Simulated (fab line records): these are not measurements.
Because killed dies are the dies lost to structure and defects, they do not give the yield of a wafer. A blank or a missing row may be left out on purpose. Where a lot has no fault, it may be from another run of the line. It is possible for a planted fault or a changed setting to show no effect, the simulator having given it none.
Chamber matching / flow nand_harc / NHARC_A_CHANNEL_FILL_D1_ALD_14 on ald_hk-01: 4 sister chambers
The step deposits SiO2, target thk 2.5 nm, pulse time 10 s, ald cycles 25. 8 wafers are shown with their chamber, then 7 later ones without.

== WAFERS, EACH WITH ITS CHAMBER ==
wafer=L077.1; chamber=1; heater_power_w (W)=506; precursor_pulse_height_rel=1.007
wafer=L082.1; chamber=1; heater_power_w (W)=520; precursor_pulse_height_rel=1.000
wafer=L082.3; chamber=0; heater_power_w (W)=435; precursor_pulse_height_rel=1.042
wafer=L088.4; chamber=2; heater_power_w (W)=490; precursor_pulse_height_rel=0.989
wafer=L088.5; chamber=0; heater_power_w (W)=458; precursor_pulse_height_rel=1.019
wafer=L088.6; chamber=3; heater_power_w (W)=377; precursor_pulse_height_rel=1.016
wafer=L090.2; chamber=2; heater_power_w (W)=489; precursor_pulse_height_rel=1.007
wafer=L090.4; chamber=3; heater_power_w (W)=393; precursor_pulse_height_rel=1.033

== WAFERS WHOSE CHAMBER IS MISSING ==
wafer=L090.5; heater_power_w (W)=383; precursor_pulse_height_rel=1.023
wafer=L094.2; heater_power_w (W)=458; precursor_pulse_height_rel=0.988
wafer=L094.4; heater_power_w (W)=506; precursor_pulse_height_rel=0.988
wafer=L094.6; heater_power_w (W)=384; precursor_pulse_height_rel=1.006
wafer=L096.2; heater_power_w (W)=383; precursor_pulse_height_rel=1.033
wafer=L096.3; heater_power_w (W)=505; precursor_pulse_height_rel=1.001
wafer=L096.5; heater_power_w (W)=493; precursor_pulse_height_rel=1.013

== EACH ONE'S CHAMBER ==
wafer=L090.5; from the rows above=3; in truth=3
wafer=L094.2; from the rows above=can't be placed: 2 or 0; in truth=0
wafer=L094.4; from the rows above=can't be placed: 1 or 2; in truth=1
wafer=L094.6; from the rows above=3; in truth=3
wafer=L096.2; from the rows above=3; in truth=3
wafer=L096.3; from the rows above=can't be placed: 1 or 2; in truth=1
wafer=L096.5; from the rows above=can't be placed: 2 or 1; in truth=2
3 of 7 placed correctly. Cannot be placed on the basis of these rows: 4; the candidates contain the true chamber in 4. Placed wrongly: 0.
How it was worked out, from the rows above alone: a wafer's distance from a chamber is the root of the sum, over the readings, of the square of ((its reading less the chamber's mean) divided by the reading's scatter). The wafer belongs to the nearest chamber; if the next one is less than 2 further off, it can't be placed. Each chamber's mean is taken over the wafers shown for it. The scatter: take each reading less its chamber's mean, square it, sum over the shown wafers, divide by the number of wafers less the number of chambers, and take the root.
